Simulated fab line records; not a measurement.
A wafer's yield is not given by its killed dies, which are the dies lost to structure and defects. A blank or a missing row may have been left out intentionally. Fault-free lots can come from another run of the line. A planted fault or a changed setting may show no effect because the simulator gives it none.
Chamber matching    flow n5_finfet    N5_FIN_SAQP_PECVD_48 on pecvd-04: 3 sister chambers
The step deposits SiNx from SiH4/NH3/N2, target thk 25 nm, time 22.1 s. 6 wafers are shown with their chamber, then 12 later ones without.

WAFERS WITH THEIR CHAMBER
wafer   chamber  throttle_valve_pct (%)  showerhead_vpp_V (V)
L088.4  2        37.9                    1040
L091.5  1        43.2                    1223
L091.6  2        37.9                    1037
L092.1  1        43.4                    1201
L092.2  0        41.8                    1072
L092.4  0        41.7                    1057

WAFERS MISSING THEIR CHAMBER
wafer   throttle_valve_pct (%)  showerhead_vpp_V (V)
L093.1  43.4                    1189
L093.4  38.2                    1045
L093.5  43.5                    1209
L095.1  43.4                    1216
L095.3  38.0                    1053
L095.6  43.4                    1217
L096.1  37.8                    1035
L096.5  43.4                    1225
L096.6  38.0                    1039
L097.1  37.9                    1065
L097.2  41.8                    1049
L097.6  38.4                    1026

CHAMBER TAKEN BY EACH
wafer   from the rows above  in truth
L093.1  1                    1
L093.4  2                    2
L093.5  1                    1
L095.1  1                    1
L095.3  2                    2
L095.6  1                    1
L096.1  2                    2
L096.5  1                    1
L096.6  2                    2
L097.1  2                    2
L097.2  0                    0
L097.6  2                    2
Correct placement for 12 of the 12. Left unplaced by these rows: 0. Placed wrongly: 0.
How it was worked out, from the rows above alone: a wafer's distance from a chamber is the root of the sum, over the readings, of the square of ((its reading less the chamber's mean) divided by the reading's scatter). The wafer belongs to the nearest chamber; if the next one is less than 2 further off, it can't be placed. For every chamber, the mean is computed from those of its wafers that are shown. The scatter is the square root of a quotient: the sum, over the shown wafers, of each reading's squared deviation from its chamber's mean, divided by wafers minus chambers.
